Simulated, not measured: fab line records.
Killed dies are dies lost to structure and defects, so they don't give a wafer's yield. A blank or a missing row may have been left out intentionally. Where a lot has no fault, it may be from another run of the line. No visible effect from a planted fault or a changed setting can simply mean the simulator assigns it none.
A lot that was struck, set against a sound lot -- flow nandHarc -- 14 steps out of a route of 1159
Sound: wafers L244.3, L244.5, L244.6. The struck wafers were L250.4, L250.5, L250.6. The cause is given at the end.
At each step with rows: each side's tool, then ch and its chambers, then its first start. Under that, the readings that differ: sound wafers -- struck wafers -- difference of the means -- sigmas: that difference in standard deviations of wafers without a fault.
alike: readings whose means differ by less than 2 such deviations, and words and numbers that are the same on both sides. not compared: withheld readings, readings that some wafer has no value for, bounds like >300 that may hide the same value, and numbers for which the record gives no deviation and whose values overlap.
A row with sigmas, a row that says differs or no value, or rows on one side alone: a step with any of these is where the two part. Numbers that don't overlap but have no deviation are shown without sigmas and don't part them. A reading missing from all wafers of one side parts the sides only when that side holds two or more wafers.

first, 3 steps without rows for these wafers: NHARC_A_STAIRCASE_STRIP_317 (strips in SPM, time 900 s); NHARC_A_STAIRCASE_PRECLEAN_318 (cleans in SC1); NHARC_A_STAIRCASE_SRD_329.
NHARC_A_STAIRCASE_ALD_415: deposits SiO2, target thk 30 nm, pulse time 6 s, ald cycles 300.
  sound on aldHk-04 ch 0,1,2, day 15 10:36; struck on aldHk-03 ch 0,1,3, day 16 19:01
  alike: heaterPowerW, precursorPulseHeightRel
NHARC_A_STAIRCASE_ETCHBACK_416: etches the open film in C4F8/O2/Ar, target depth 36 nm, time 7.2 s.
  sound: rieDiel-12 ch 0,3; struck: rieDiel-03 ch 0,1,3
  alike: biasW, chamberPressureMTorr, oesProductAu, rfVppV
  not compared: rfHoursCounterH
then, 1 step without rows for these wafers: NHARC_A_STAIRCASE_STRIP_476 (strips in O2, time 20 s).
NHARC_A_STAIRCASE_DEP_417: deposits Si3N4, target thk 60 nm.
  sound on pecvd-03 ch 0,2, day 15 12:46; struck on pecvd-03 ch 0,1,2, day 16 21:02
  alike: heaterPowerW
then, 3 steps without rows for these wafers: NHARC_A_STAIRCASE_WET_418 (chemistry H3PO4, target depth 20 nm); NHARC_A_STAIRCASE_PRECLEAN_419 (cleans in SC1); NHARC_A_STAIRCASE_SRD_421.
NHARC_A_STAIRCASE_ALD_420: deposits SiO2, target thk 20 nm, pulse time 6 s, ald cycles 200.
  sound on aldHk-03 ch 1,2,3, day 15 15:56; struck on aldHk-03 ch 0,1, day 16 22:56
  alike: heaterPowerW, precursorPulseHeightRel
NHARC_A_STAIRCASE_CVD_552: deposits SiNx, target thk 40 nm.
  sound on lpcvd-02 ch 1, day 15 20:10; struck on lpcvd-01 ch 1, day 17 10:06
NHARC_A_STAIRCASE_DEP_151: deposits SiO2, target thk 3800 nm.
  sound on pecvd-03 ch 0,1,2, day 16 01:21; struck on pecvd-04 ch 0,1,2, day 17 15:57
  alike: heaterPowerW
-- jump in the record: it breaks off in module A_STAIRCASE and resumes in module END (first step shown: number 1159 of the route), and 6 days separate the struck wafers' starts before and after --
NHARC_END_SORT_01:
  sound on prober-02 ch 0, day 22 13:43; struck on prober-02 ch 0, day 24 01:19
reading,sound,struck,difference,sigmas
killedAtArray,15 8 12,670 671 672,+659,+60
killedDies,17 13 16,677 677 677,+662,+60
  alike: killedAtOther, killedAtPeriphery, killedOpen, killedShort

WHERE THEY PART
Only at NHARC_END_SORT_01, within this record.

WHY: whatever the simulator had introduced
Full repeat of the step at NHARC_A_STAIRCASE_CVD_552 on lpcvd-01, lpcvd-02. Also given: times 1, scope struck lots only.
